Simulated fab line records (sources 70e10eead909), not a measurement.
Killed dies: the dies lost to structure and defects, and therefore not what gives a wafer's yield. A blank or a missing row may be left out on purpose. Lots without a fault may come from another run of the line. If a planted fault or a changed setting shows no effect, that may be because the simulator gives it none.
A struck lot beside a sound one ; flow nandHarc ; 15 out of 1302 route steps
Sound: these wafers, L790.2, L790.3, L790.4. Struck: wafer L783.2. The cause is given at the end.
For every step that has rows: the tool of each side, followed by ch and its chambers, followed by its first start. Under that, the readings that differ: sound wafers ; struck wafers ; difference of the means ; sigmas: that difference in standard deviations of wafers without a fault.
alike: words and numbers the same on both sides, and readings whose means are apart by under 2 such deviations; not compared: readings that were withheld, readings missing a value for some wafer, numbers with overlapping values and no deviation given by the record, and bounds like >300 which may hide the same value.
A row with sigmas, a row that says differs or no value, or rows on one side alone: a step with any of these is where the two part. Numbers that don't overlap but have no deviation are shown without sigmas and don't part them. Lack of a reading on every wafer of one side parts them only where that side has two or more wafers.

first, 1 step without rows for these wafers: NHARC_A_ONON_D1_DEP_12 (target thk 1000 nm).
NHARC_A_ONON_D1_THK_MEAS_14: measures by ellipsometry.
  sound: filmMetro-02 at day 15 11:22; struck: filmMetro-01 at day 12 15:41
  alike: thkNm
then, 2 steps without rows for these wafers: NHARC_A_ONON_D1_ANNEAL_15 (time 3600 s); NHARC_A_ONON_D1_DEP_16 (target thk 1000 nm).
NHARC_A_ONON_D1_THK_MEAS_18: measures by ellipsometry.
  sound: filmMetro-02 at day 15 21:41; struck: filmMetro-01 at day 12 23:31
  alike: thkNm
then, no rows for these wafers at 1 step: NHARC_A_ONON_D1_DEP_19 (target thk 1000 nm).
NHARC_A_ONON_D1_THK_MEAS_21: measures by ellipsometry.
  sound: filmMetro-02 at day 15 22:15; struck: filmMetro-01 at day 13 00:05
  alike: thkNm
then, no rows for these wafers at 1 step: NHARC_A_ONON_D1_DEP_22 (target thk 1000 nm).
NHARC_A_ONON_D1_THK_MEAS_24: measures by ellipsometry.
  sound: filmMetro-01 at day 15 22:49; struck: filmMetro-02 at day 13 00:39
reading;sound;struck;difference;sigmas
thkNm (nm);992 993 994;1012;+19;+2
then, no rows for these wafers at 1 step: NHARC_A_ONON_D1_DEP_25 (target thk 1000 nm).
NHARC_A_ONON_D1_THK_MEAS_27: measures by ellipsometry.
  sound: filmMetro-02 at day 15 23:23; struck: filmMetro-01 at day 13 01:13
  alike: thkNm
NHARC_A_ONON_D1_DEP_28: target thk 1000 nm.
  sound on pecvdOnon-03 ch 0, day 15 23:29; struck on pecvdOnon-01 ch 0, day 13 01:20
  alike: nh3FlowSccm
NHARC_A_ONON_D1_THK_MEAS_30: measures by ellipsometry.
  sound: filmMetro-02 at day 15 23:56; struck: filmMetro-02 at day 13 01:58
reading;sound;struck;difference;sigmas
thkNm (nm);1002 1003 1004;1560;+557;+51
  not compared: hold
NHARC_A_ONON_D1_DEP_33: deposits SiO2, target thk 200 nm.
  sound on pecvd-03 ch 0,2, day 16 00:00; struck on pecvd-01 ch 2, day 13 05:07
reading;sound;struck;difference;sigmas
hold;- - -;awaitDispo/3.1h/release;no value on the sound wafers;
  alike: heaterPowerW, throttleValvePct
-- record jumps: 16 days between struck wafers' starts before vs after; left off in module A_ONON_D1, resumes in module END, first step shown is number 1302 of the route --
NHARC_END_SORT_01:
  sound on prober-01 ch 0, day 32 18:22; struck on prober-01 ch 0, day 28 22:49
reading;sound;struck;difference;sigmas
hold;- - -;awaitDispo/1.6h/release;no value on the sound wafers;
killedAtArray;60 52 63;675;+617;+32
killedDies;66 53 67;677;+615;+32
  alike: killedAtOther, killedAtPeriphery, killedOpen, killedShort

== WHERE THEY PART ==
Last at NHARC_END_SORT_01 as far as this record goes, first at NHARC_A_ONON_D1_THK_MEAS_24.

WHY: what had been put in by the simulator
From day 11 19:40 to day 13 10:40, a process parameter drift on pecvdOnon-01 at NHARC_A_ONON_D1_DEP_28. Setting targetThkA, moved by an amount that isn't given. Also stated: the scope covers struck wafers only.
